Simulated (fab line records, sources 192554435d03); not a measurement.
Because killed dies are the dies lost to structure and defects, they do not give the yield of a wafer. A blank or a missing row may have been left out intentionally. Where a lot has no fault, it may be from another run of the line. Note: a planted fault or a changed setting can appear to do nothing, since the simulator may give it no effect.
Which tool was responsible?	flow n5Finfet	Sampling: 10 lots, 30 wafers, 5 of 1938 route steps

WHAT THE GAUGES READ, wafer by wafer
N5_BEOL_M4_RC_MEAS_101. Usual: DIBL_N 36.4 mV/V, standard deviation 1.5; DIBL_P 36.4 mV/V, standard deviation 1.6; IOFF_N 0.164 nA/um, standard deviation 0.025; IOFF_P 0.214 nA/um, standard deviation 0.028; ION_N 675 uA/um, standard deviation 9.9; ION_P 463 uA/um, standard deviation 6.5; SS_N 71.5 mV/dec, standard deviation 0.5; SS_P 73.3 mV/dec, standard deviation 0.56; VT_N 249.2 mV, standard deviation 2.7; VT_P -250.1 mV, standard deviation 2.8.
lot	measured	on	DIBL_N (mV/V)	DIBL_P (mV/V)	IOFF_N (nA/um)	IOFF_P (nA/um)	ION_N (uA/um)	ION_P (uA/um)	SS_N (mV/dec)	SS_P (mV/dec)	VT_N (mV)	VT_P (mV)	flag
L356	day 8 15:07	prober-01	36.4 34.1 35.7	36.9 34.1 35.4	0.153 0.111 0.134	0.173 0.145 0.160	671 657 656	455 440 447	71.8 70.8 71.7	73.3 72.7 73.6	248.6 256.2 252.8	-253.4 -257.7 -254.4	
L357	day 8 21:29	prober-01	35.8 35.2 34.1	35.7 34.7 34.3	0.163 0.154 0.136	0.214 0.195 0.186	678 676 664	462 460 460	70.9 71.1 70.7	73.4 73.3 72.3	250.3 250.3 253.4	-252.0 -250.5 -251.6	
L358	day 9 03:50	prober-01	36.7 38.0 37.8	33.8 35.8 35.7	0.152 0.176 0.173	0.187 0.214 0.210	670 691 678	459 470 457	71.3 71.4 72.0	72.3 74.1 73.6	250.7 247.4 246.8	-252.1 -250.6 -251.4	
L360	day 9 22:43	prober-01	38.0 39.0 38.1	38.1 39.0 37.9	0.188 0.219 0.191	0.232 0.242 0.228	679 694 688	458 469 466	71.8 72.1 71.2	73.6 73.2 74.3	246.1 242.9 244.9	-248.4 -249.2 -249.0	
L364	day 10 18:33	prober-01	35.4 36.5 34.9	35.3 37.1 34.9	0.159 0.188 0.156	0.232 0.260 0.230	683 695 667	478 477 460	72.0 72.6 72.1	73.2 73.9 73.2	249.1 244.5 248.4	-247.9 -246.2 -246.7	
L365	day 11 01:11	prober-01	35.4 33.9 36.6	35.4 34.3 37.4	0.137 0.121 0.166	0.176 0.169 0.209	668 661 668	456 455 452	70.9 70.4 71.3	72.5 73.0 73.3	254.7 255.1 247.1	-254.9 -252.1 -252.9	
L367	day 11 03:19	prober-01	37.4 37.2 37.9	38.4 38.6 38.8	0.186 0.181 0.203	0.244 0.239 0.244	676 677 679	466 464 458	71.7 71.7 72.0	73.3 73.4 73.5	248.0 249.7 248.6	-251.3 -250.6 -246.8	
L368	day 12 00:56	prober-02	35.4 35.3 36.4	33.4 34.4 35.1	0.136 0.144 0.163	0.170 0.180 0.200	675 672 685	462 458 472	71.7 71.2 71.6	72.2 72.3 72.8	252.1 252.8 251.1	-252.7 -253.9 -253.5	
L370	day 12 08:25	prober-01	37.9 36.9 38.5	38.7 37.5 39.4	0.222 0.207 0.247	0.244 0.225 0.256	696 697 703	468 468 469	72.3 71.7 71.3	73.6 74.4 74.2	246.7 245.8 242.5	-248.5 -249.9 -246.1	
L376	day 13 15:23	prober-02	37.4 36.6 37.8	37.1 36.1 36.8	0.184 0.164 0.174	0.225 0.212 0.218	675 674 678	464 457 459	71.4 71.6 71.2	73.8 73.7 74.1	246.9 251.0 249.6	-250.5 -251.4 -249.9	

WHICH TOOL RAN EACH LOT (tool, then ch and the chambers of the sampled wafers, then the start)
lot	N5_BEOL_M3_PRE_CLEAN_60	N5_BEOL_M3_DEP_57	N5_BEOL_M4_ILD_DEP_00	N5_BEOL_M4_HM_DEP_02
L356	cvdCo-02 ch 0,1, day 8 01:46	pecvd-01 ch 0,1,2, day 8 01:58	pecvd-04 ch 0,2, day 8 02:06	pvdSputter-01, day 8 03:55
L357	cvdCo-02 ch 1,2, day 8 10:36	pecvd-04 ch 0,1, day 8 10:46	pecvd-04 ch 1,2, day 8 10:53	pvdSputter-02, day 8 11:30
L358	cvdCo-01 ch 0,1,2, day 8 17:10	pecvd-04 ch 0,1,2, day 8 17:19	pecvd-03 ch 0,1,2, day 8 17:27	pvdSputter-02, day 8 18:07
L360	cvdCo-01 ch 1,2, day 9 10:01	pecvd-04 ch 0,1,2, day 9 10:11	pecvd-01 ch 0,1,2, day 9 10:19	pvdSputter-01, day 9 11:55
L364	cvdCo-01 ch 1,2, day 10 03:10	pecvd-01 ch 0,1, day 10 03:20	pecvd-03 ch 0,1, day 10 03:29	pvdSputter-02, day 10 04:07
L365	cvdCo-02 ch 0,1, day 10 16:43	pecvd-01 ch 1,2, day 10 16:53	pecvd-01 ch 0,1, day 10 17:01	pvdSputter-03, day 10 17:55
L367	cvdCo-01 ch 0,1,2, day 10 18:32	pecvd-02 ch 0,1,2, day 10 18:42	pecvd-04 ch 0,1,2, day 10 18:50	pvdSputter-03, day 10 19:57
L368	cvdCo-02 ch 0,1, day 11 10:50	pecvd-02 ch 0,1, day 11 10:59	pecvd-04 ch 0,1,2, day 11 11:07	pvdSputter-03, day 11 14:19
L370	cvdCo-02 ch 0,1, day 11 20:49	pecvd-01 ch 0,1,2, day 11 20:58	pecvd-01 ch 0,1,2, day 11 21:06	pvdSputter-01, day 11 22:49
L376	cvdCo-02 ch 0,1,2, day 13 03:17	pecvd-04 ch 0,1,2, day 13 03:26	pecvd-04 ch 0,1,2, day 13 03:34	pvdSputter-02, day 13 03:48
- N5_BEOL_M3_PRE_CLEAN_60: time 15 s.
- N5_BEOL_M3_DEP_57: deposits SiCN from 3MS/NH3, target thk 8 nm, time 14 s.
- N5_BEOL_M4_ILD_DEP_00: deposits SiOC from DEMS/O2, target thk 79 nm, time 15.3 s.
- N5_BEOL_M4_HM_DEP_02: deposits TiN, target thk 20 nm.

AS READ BY THE TOOLS THEMSELVES (means over the sampled wafers that have a number; for cases with no such wafer, the mark the record gives instead)
N5_BEOL_M3_PRE_CLEAN_60. Usual: heaterPowerOuterW 12 W, standard deviation 7.9; heaterPowerW 72 W, standard deviation 13.
lot	tool	heaterPowerOuterW (W)	heaterPowerW (W)	flag
L356	cvdCo-02	9	68	
L357	cvdCo-02	7	63	
L358	cvdCo-01	22	87	
L360	cvdCo-01	19	85	
L364	cvdCo-01	19	84	
L365	cvdCo-02	9	69	
L367	cvdCo-01	22	87	
L368	cvdCo-02	12	73	
L370	cvdCo-02	9	68	
L376	cvdCo-02	8	66	

N5_BEOL_M3_DEP_57. Usual: showerheadPlenumPTorr 3.668 Torr, standard deviation 0.014; throttleValvePct 9.1 %, standard deviation 0.46.
lot	tool	showerheadPlenumPTorr (Torr)	throttleValvePct (%)	flag
L356	pecvd-01	3.676	9.2	
L357	pecvd-04	3.656	9.7	
L358	pecvd-04	3.668	9.4	
L360	pecvd-04	3.667	9.5	
L364	pecvd-01	3.666	9.1	
L365	pecvd-01	3.677	8.8	
L367	pecvd-02	3.670	8.8	
L368	pecvd-02	3.672	8.9	
L370	pecvd-01	3.677	9.0	
L376	pecvd-04	3.665	9.5	

N5_BEOL_M4_ILD_DEP_00. Usual: heaterPowerOuterW 242 W, standard deviation 41; heaterPowerW 450 W, standard deviation 48; showerheadPlenumPTorr 5.699 Torr, standard deviation 0.016; susceptorTempC 350.03 C, standard deviation 0.2; throttleValvePct 12.1 %, standard deviation 0.47.
lot	tool	heaterPowerOuterW (W)	heaterPowerW (W)	showerheadPlenumPTorr (Torr)	susceptorTempC (C)	throttleValvePct (%)	flag
L356	pecvd-04	237	436	5.701	350.19	12.1	
L357	pecvd-04	270	473	5.695	349.89	12.3	
L358	pecvd-03	214	429	5.695	349.89	11.5	
L360	pecvd-01	288	503	5.696	349.95	11.7	
L364	pecvd-03	231	463	5.708	350.17	11.9	
L365	pecvd-01	254	472	5.693	349.98	12.2	
L367	pecvd-04	216	403	5.696	350.01	12.3	
L368	pecvd-04	232	435	5.703	350.20	12.4	
L370	pecvd-01	271	485	5.703	351.05	11.7	OFF
L376	pecvd-04	198	392	5.690	350.12	12.4	

N5_BEOL_M4_HM_DEP_02. Usual: susceptorTempC 25.00 C, standard deviation 0.1; throttleValvePct 29.5 %, standard deviation 0.84.
lot	tool	susceptorTempC (C)	throttleValvePct (%)	flag
L356	pvdSputter-01	25.06	28.9	
L357	pvdSputter-02	24.98	29.2	
L358	pvdSputter-02	24.90	29.4	
L360	pvdSputter-01	25.09	29.8	
L364	pvdSputter-02	24.98	29.4	
L365	pvdSputter-03	24.93	29.7	
L367	pvdSputter-03	24.92	29.7	
L368	pvdSputter-03	24.96	29.6	
L370	pvdSputter-01	24.99	29.7	
L376	pvdSputter-02	24.98	29.2	

THE ANSWER, worked out from the rows above alone
Rule: lot off if the mean of its wafers having a number is beyond 3 standard deviations from the usual mean. Also off: a lot with no number at a reading for which 4 or more lots have one. The other lots that the step has rows for count as sound. The gauges are gone through in route order, then the tools' own readings, and for those a lot's mean is taken as printed above. At the first step where some lot is off, the reading lying furthest off is the one used; lots without a number count as furthest.
Off, at N5_BEOL_M4_ILD_DEP_00 on susceptorTempC: L370.
If a tool, at that step or one of the process steps before it, ran each lot that is off and ran no sound lot following the first of them, it fits. One fits: N5_BEOL_M3_DEP_57 and N5_BEOL_M4_ILD_DEP_00 on pecvd-01. At N5_BEOL_M3_DEP_57 its last sound lot is L365 (day 10 16:53), its first lot that is off L370 (day 11 20:58): a fault that began between those two fits.

WHAT THE SIMULATOR HAD PUT IN
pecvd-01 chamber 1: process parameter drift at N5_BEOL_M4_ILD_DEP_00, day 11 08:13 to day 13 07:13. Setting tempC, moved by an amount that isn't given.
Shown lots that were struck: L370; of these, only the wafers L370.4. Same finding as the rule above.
